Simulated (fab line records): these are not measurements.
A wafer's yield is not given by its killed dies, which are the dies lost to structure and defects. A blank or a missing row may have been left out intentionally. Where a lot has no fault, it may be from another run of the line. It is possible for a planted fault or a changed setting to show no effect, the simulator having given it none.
Struck lot and sound lot, side by side ; flow n5 finfet ; 15 out of 1938 route steps
Sound: these wafers, L178.2, L178.3, L178.5. Wafers L187.2, L187.3 were the ones struck. The cause comes at the end.
Order at every step that has rows: each side's tool, ch and its chambers, its first start. Under that, the readings that differ: sound wafers ; struck wafers ; difference of the means ; sigmas: that difference in standard deviations of wafers without a fault.
alike: words and numbers the same on both sides, and readings whose means are apart by under 2 such deviations; not compared: readings that were withheld, readings missing a value for some wafer, numbers with overlapping values and no deviation given by the record, and bounds like >300 which may hide the same value.
A row with sigmas, a row that says differs or no value, or rows on one side alone: a step with any of these is where the two part. Non-overlapping numbers with no deviation appear without sigmas and do not part them. A reading that every wafer of one side lacks parts them only if that side has two wafers or more.

first, 8 steps without rows for these wafers: N5_BEOL_M3_COAT_68 (time 60 s, resist thk 12 nm); N5_BEOL_M3_COAT_76 (time 60 s, resist thk 5 nm); N5_BEOL_M3_COAT_22 (resist thk 30 nm); N5_BEOL_M3_EBR_24; N5_BEOL_M3_SOFTBAKE_23 (time 60 s); N5_BEOL_M3_EXPOSE_25 (exposes mask V2, defocus 5 nm); N5_BEOL_M3_PEB_26 (peb time 60 s); N5_BEOL_M3_DEVELOP_27 (develop time 30 s).
N5_BEOL_M3_CD_MEAS_28: target cd 25.7 nm, target cd y 23.3 nm.
  sound on cd sem-03 ch 0, day 8 18:19; struck on cd sem-01 ch 0, day 11 08:07
  alike: cd nm
N5_BEOL_M3_OVL_MEAS_29:
  sound on overlay-02 ch 0, day 8 18:22; struck on overlay-01 ch 0, day 11 08:08
  alike: V2_OVL
N5_BEOL_M3_INSPECT_30: inspects for defects (brightfield).
  sound on defect inspect-02 at day 8 18:25; struck on defect inspect-02 at day 11 08:11
  alike: raw defect count
N5_BEOL_M3_DESCUM_33: chemistry O2, time 7 s.
  sound on rie diel-05 ch 2,3, day 8 18:26; struck on rie diel-05 ch 2,3, day 11 08:14
  alike: drypump motor current A, oes product au, rf vpp V, showerhead plenum p Torr, temp c, throttle valve pct
  not compared: rf hours counter h
N5_BEOL_M3_ETCH_77: etches underlayer in N2/H2, target depth 6.5 nm, time 5.2 s.
  sound on rie diel-05 ch 2,3, day 8 18:29; struck on rie diel-05 ch 2,3, day 11 08:16
reading;sound;struck;difference;sigmas
etch rf on time s (s);5.27 5.10 5.09;6.00 5.80;+0.75;+8
  alike: drypump motor current A, oes product au, rf vpp V, showerhead plenum p Torr, throttle valve pct
  not compared: rf hours counter h
N5_BEOL_M3_ETCH_69: etches SiARC in CF4, target depth 15.6 nm, time 26 s.
  sound on rie diel-05 ch 2,3, day 8 18:29; struck on rie diel-05 ch 2,3, day 11 08:17
  alike: drypump motor current A, etch rf on time s, oes product au, rf vpp V, showerhead plenum p Torr, throttle valve pct
  not compared: rf hours counter h
N5_BEOL_M4_RC_MEAS_101:
  sound on prober-02 ch 0, day 9 14:36; struck on prober-02 ch 0, day 12 04:29
  alike: DIBL_N, DIBL_P, IOFF_N, IOFF_P, ION_N, ION_P, SS_N, SS_P, VT_N, VT_P

== WHERE THEY PART ==
At N5_BEOL_M3_ETCH_77 and nowhere else, as far as this record goes. Later steps at which nothing parts them and some readings are alike: N5_BEOL_M3_ETCH_69, N5_BEOL_M4_RC_MEAS_101.

WHY: what had been put in by the simulator
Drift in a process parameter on rie diel-05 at N5_BEOL_M3_ETCH_77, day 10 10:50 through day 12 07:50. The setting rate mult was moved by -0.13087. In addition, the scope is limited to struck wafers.
